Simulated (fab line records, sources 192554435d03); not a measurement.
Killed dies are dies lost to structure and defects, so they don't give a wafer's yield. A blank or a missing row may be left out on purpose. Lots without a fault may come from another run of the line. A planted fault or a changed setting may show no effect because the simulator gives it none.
Chamber matching | flow n5_finfet | N5_BEOL_M13_ILD_DEP_00 on pecvd-03: 3 sister chambers
The step deposits SiOC from DEMS/O2, target thk 837.92 nm, time 166.4 s. 6 wafers are shown with their chamber, then 8 later ones without.

WAFERS WITH THEIR CHAMBER
wafer  | chamber | throttle_valve_pct (%) | heater_power_w (W)
L088.1 | 2       | 12.3                   | 385
L088.5 | 0       | 11.8                   | 526
L091.1 | 2       | 11.9                   | 408
L091.2 | 1       | 11.1                   | 611
L091.6 | 1       | 11.0                   | 479
L093.2 | 0       | 11.8                   | 512

WAFERS WITHOUT THEIR CHAMBER
wafer  | throttle_valve_pct (%) | heater_power_w (W)
L093.4 | 11.9                   | 542
L093.5 | 12.0                   | 382
L096.2 | 12.0                   | 403
L096.4 | 11.9                   | 524
L096.5 | 11.0                   | 577
L097.1 | 11.9                   | 485
L097.3 | 10.9                   | 549
L097.5 | 11.8                   | 512

WHICH CHAMBER EACH WENT THROUGH
wafer  | from the rows above     | in truth
L093.4 | 0                       | 0
L093.5 | 2                       | 2
L096.2 | can't be placed: 2 or 0 | 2
L096.4 | 0                       | 0
L096.5 | 1                       | 1
L097.1 | can't be placed: 0 or 2 | 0
L097.3 | 1                       | 1
L097.5 | 0                       | 0
Placed correctly: 6 of 8. Can't be placed from these rows: 2 (the true chamber is among the candidates in 2). Placed wrongly: 0.
How it was worked out, from the rows above alone: a wafer's distance from a chamber is the root of the sum, over the readings, of the square of ((its reading less the chamber's mean) divided by the reading's scatter). The wafer belongs to the nearest chamber; if the next one is less than 2 further off, it can't be placed. A chamber's mean is the mean of its shown wafers. The scatter: the root of (the sum of the squares of (reading less its chamber's mean) over the shown wafers, divided by (wafers less chambers)).
